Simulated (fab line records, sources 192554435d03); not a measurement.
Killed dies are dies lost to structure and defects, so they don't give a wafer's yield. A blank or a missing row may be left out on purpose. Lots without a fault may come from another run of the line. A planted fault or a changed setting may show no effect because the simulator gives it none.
Chamber matching | flow n5_finfet | N5_SD_EPI_P_ETCH_16 on rie_diel-01: 4 sister chambers
The step etches SiO2 in CHF3/O2, target depth 5 nm. 16 wafers are shown with their chamber, then 8 later ones without.

WAFERS WITH THEIR CHAMBER
wafer  | chamber | showerhead_plenum_p_Torr (Torr) | throttle_valve_pct (%) | oes_product_au (a.u.)
L075.1 | 2       | 2.42                            | 18.66                  | 0.75
L075.2 | 3       | 2.53                            | 18.72                  | 0.84
L075.6 | 3       | 2.53                            | 18.74                  | 0.85
L076.3 | 1       | 2.38                            | 18.72                  | 0.96
L076.4 | 3       | 2.53                            | 18.72                  | 0.85
L076.5 | 1       | 2.38                            | 18.73                  | 0.96
L077.2 | 0       | 2.45                            | 19.11                  | 0.84
L077.3 | 2       | 2.42                            | 18.67                  | 0.75
L077.6 | 3       | 2.53                            | 18.72                  | 0.85
L081.1 | 1       | 2.38                            | 18.72                  | 0.92
L081.3 | 3       | 2.53                            | 18.75                  | 0.84
L081.5 | 2       | 2.41                            | 18.68                  | 0.74
L087.2 | 3       | 2.52                            | 18.75                  | 0.84
L087.5 | 3       | 2.52                            | 18.77                  | 0.83
L087.6 | 0       | 2.44                            | 19.13                  | 0.82
L090.2 | 2       | 2.41                            | 18.70                  | 0.73

SIGNATURES (means of the wafers above)
reading                  | chamber 0 | chamber 1 | chamber 2 | chamber 3 | scatter within a chamber
showerhead_plenum_p_Torr | 2.4450    | 2.3800    | 2.4150    | 2.5271    | 0.00494
throttle_valve_pct       | 19.1200   | 18.7233   | 18.6775   | 18.7386   | 0.0169
oes_product_au           | 0.8300    | 0.9467    | 0.7425    | 0.8429    | 0.0125
Rule: a wafer's distance from a chamber is the root of the sum, over the readings, of the square of ((its reading less the chamber's mean) divided by the reading's scatter). The wafer belongs to the nearest chamber; if the next one is less than 2 further off, it can't be placed. The scatter: the root of (the sum of the squares of (reading less its chamber's mean) over the shown wafers, divided by (wafers less chambers)).

WAFERS WITHOUT THEIR CHAMBER
wafer  | showerhead_plenum_p_Torr (Torr) | throttle_valve_pct (%) | oes_product_au (a.u.)
L090.4 | 2.37                            | 18.77                  | 0.89
L090.6 | 2.52                            | 18.76                  | 0.83
L092.2 | 2.41                            | 18.71                  | 0.73
L092.4 | 2.52                            | 18.77                  | 0.83
L092.6 | 2.37                            | 18.77                  | 0.90
L096.1 | 2.52                            | 18.77                  | 0.82
L096.2 | 2.37                            | 18.78                  | 0.89
L096.3 | 2.43                            | 19.16                  | 0.79

WHICH CHAMBER EACH WENT THROUGH
wafer  | from the rows above | in truth
L090.4 | 1                   | 1
L090.6 | 3                   | 3
L092.2 | 2                   | 2
L092.4 | 3                   | 3
L092.6 | 1                   | 1
L096.1 | 3                   | 3
L096.2 | 1                   | 1
L096.3 | 0                   | 0
Placed correctly: 8 of 8. Can't be placed from these rows: 0. Placed wrongly: 0.
